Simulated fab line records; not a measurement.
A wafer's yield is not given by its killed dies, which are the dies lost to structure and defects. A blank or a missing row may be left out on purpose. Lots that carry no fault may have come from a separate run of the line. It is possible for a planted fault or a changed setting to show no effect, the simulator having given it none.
Code-filled problem report in 8D (eight disciplines) form | flow n5Finfet | the parts of the form that need people (team, actions taken, sign-off) are left out

1. THE ISSUE
Wafers without a fault read 1500.0 rpm, standard deviation 0.91; spinSpeedRpm at N5_BEOL_M5_COAT_65 reads a mean of 1363.1 rpm on 5 wafers belonging to 2 lots. That is -99 or more standard deviations from the usual mean.
The step: time 60 s, resist thk 60 nm.
First observed at day 10 02:29: wafer L837.3, on lithoTrack-04. Wafers with a number at this step in the record: 32, from 11 lots. Rule for "out" (also "out of limits"): further than 4 standard deviations from the usual mean. All remaining wafers that have a number are taken as sound.

2. WHAT IT IS, WHAT IT ISN'T
question                    | is                     | is not
which readings at this step | spinSpeedRpm           | dispensePressureKPa
which lots                  | L837, L838             | L832, L833, L834, L836, L840, L841, L846, L851, L852
which wafers of those lots  | all that have a number | -
read on which tools         | lithoTrack-04          | lithoTrack-03, lithoTrack-05
when                        | from day 10 02:29      | up to then (12 sound wafers); but 15 sound wafers of L840, L841, L846, L851, L852 came after

3. WHAT RULES OUT EACH SUSPECT
Counting: any tool at a process step up to the reading is kept as a suspect provided that every lot that is out went through it and no sound lot did after the first of them.
- pecvd-02 at N5_BEOL_M5_PECVD_70 (deposits SiO2 from TEOS/O2, target thk 16 nm, time 18 s): ruled out as a lasting fault. Sound lots L840 ran on it after its first lot that is out, L837 (day 9 23:49).
- rieDiel-03 at N5_BEOL_M5_STRIP_19 (strips in O2): kept. It processed each lot that is out, first L837 at day 10 02:19, and no sound lot thereafter; up to then, the last sound lot it processed was L836 at day 9 17:05.
- lithoTrack-04 at N5_BEOL_M5_COAT_65 (time 60 s, resist thk 60 nm): kept. It processed each lot that is out, first L837 at day 10 02:29, and no sound lot thereafter; up to then, the last sound lot it processed was L834 at day 9 04:10. Its own spinSpeedRpm readings are out on those wafers.
The count leaves lithoTrack-04 at N5_BEOL_M5_COAT_65 and rieDiel-03 at N5_BEOL_M5_STRIP_19.

4. THE CAUSE (what the simulator had put in)
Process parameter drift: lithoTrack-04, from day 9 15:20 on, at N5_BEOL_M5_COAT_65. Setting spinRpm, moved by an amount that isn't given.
2 suspects survive the count, and this tool is in that group.

5. SEQUENCE OF EFFECTS, ordered by route
One row per reading whose mean, taken over the struck wafers that have a number, lies over 3 standard deviations from the usual. Scope: only readings with a usual standard deviation given in the record; hours: median across lots of the time from each lot's start at the first step in this table that gives one to its start at this step; sigmas: change in usual standard deviations.
hours | step               | reading      | usual      | on struck wafers | change | sigmas
0     | N5_BEOL_M5_COAT_65 | spinSpeedRpm | 1500.0 rpm | 1363.1           | -136.9 | -99 or more
Here are the process steps it includes:
- N5_BEOL_M5_COAT_65: time 60 s, resist thk 60 nm.

6. WHAT WOULD HAVE CAUGHT IT SOONER
11 hours passed between the start of the fault at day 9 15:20 and the first reading out of limits in this record, taken at day 10 02:29.
